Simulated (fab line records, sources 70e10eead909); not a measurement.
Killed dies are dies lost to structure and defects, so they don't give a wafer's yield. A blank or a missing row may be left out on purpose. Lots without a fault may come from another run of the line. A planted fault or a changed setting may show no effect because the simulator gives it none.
A struck lot beside a sound one | flow nand_harc | 24 steps out of a route of 1159
Sound: wafers L546.1, L546.2, L546.4. Struck: wafers L542.2, L542.3, L542.4. The cause comes at the end.
At each step with rows: each side's tool, then ch and its chambers, then its first start. Under that, the readings that differ: sound wafers | struck wafers | difference of the means | sigmas: that difference in standard deviations of wafers without a fault.
alike: readings whose means differ by less than 2 such deviations, and words and numbers that are the same on both sides. not compared: withheld readings, readings that some wafer has no value for, bounds like >300 that may hide the same value, and numbers for which the record gives no deviation and whose values overlap.
The two part at a step that has a row with sigmas, a row that says differs or no value, or rows on one side only. Numbers that don't overlap but have no deviation are shown without sigmas and don't part them. A reading that every wafer of one side lacks parts them only if that side has two wafers or more.

first, 6 steps without rows for these wafers: NHARC_A_SOURCE_PLATE_SRD_01; NHARC_A_SOURCE_PLATE_OXIDE_02 (material SiO2, target thk 10 nm, ox time 1362 s); NHARC_A_SOURCE_PLATE_PVD_04 (deposits WSi2, target thk 50 nm); NHARC_A_SOURCE_PLATE_CVD_03 (deposits poly-Si, target thk 200 nm, time 4000 s); NHARC_A_SOURCE_PLATE_ANNEAL_05 (time 1800 s); NHARC_A_ONON_D1_DEP_00 (target thk 1000 nm).
NHARC_A_ONON_D1_DEP_03: target thk 1000 nm.
  sound on pecvd_onon-03 ch 0, day 12 16:43; struck on pecvd_onon-02 ch 0, day 11 15:44
  alike: nh3_flow_sccm
then, 16 steps without rows for these wafers: NHARC_A_ONON_D1_DEP_06 (target thk 1000 nm); NHARC_A_ONON_D1_DEP_09 (target thk 1000 nm); NHARC_A_ONON_D1_DEP_12 (target thk 1000 nm); NHARC_A_ONON_D1_ANNEAL_15 (time 3600 s); NHARC_A_ONON_D1_DEP_16 (target thk 1000 nm); NHARC_A_ONON_D1_DEP_19 (target thk 1000 nm); NHARC_A_ONON_D1_DEP_22 (target thk 1000 nm); NHARC_A_ONON_D1_DEP_25 (target thk 1000 nm); NHARC_A_ONON_D1_DEP_28 (target thk 1000 nm); NHARC_A_ONON_D1_DEP_33 (deposits SiO2, target thk 200 nm); NHARC_A_CHANNEL_HOLE_D1_DEP_00 (deposits aC, target thk 3100 nm); NHARC_A_CHANNEL_HOLE_D1_DEP_01 (deposits SiON, target thk 140 nm); NHARC_A_CHANNEL_HOLE_D1_DEHYDRATE_02 (time 120 s); NHARC_A_CHANNEL_HOLE_D1_HMDS_03 (time 30 s); NHARC_A_CHANNEL_HOLE_D1_COAT_36 (time 75 s); NHARC_A_CHANNEL_HOLE_D1_COAT_37 (time 65 s).
-- the record jumps here: 12 days lie between the struck wafers' starts before and after (it left off in module A_CHANNEL_HOLE_D1 and takes up again in module END, whose first step shown is number 1159 of the route) --
NHARC_END_SORT_01:
  the record has rows for the struck wafers here (prober-01 ch 0, day 23 11:05) and none for the sound ones

WHERE THEY PART
Only at NHARC_END_SORT_01, within this record.

WHY: what the simulator had put in
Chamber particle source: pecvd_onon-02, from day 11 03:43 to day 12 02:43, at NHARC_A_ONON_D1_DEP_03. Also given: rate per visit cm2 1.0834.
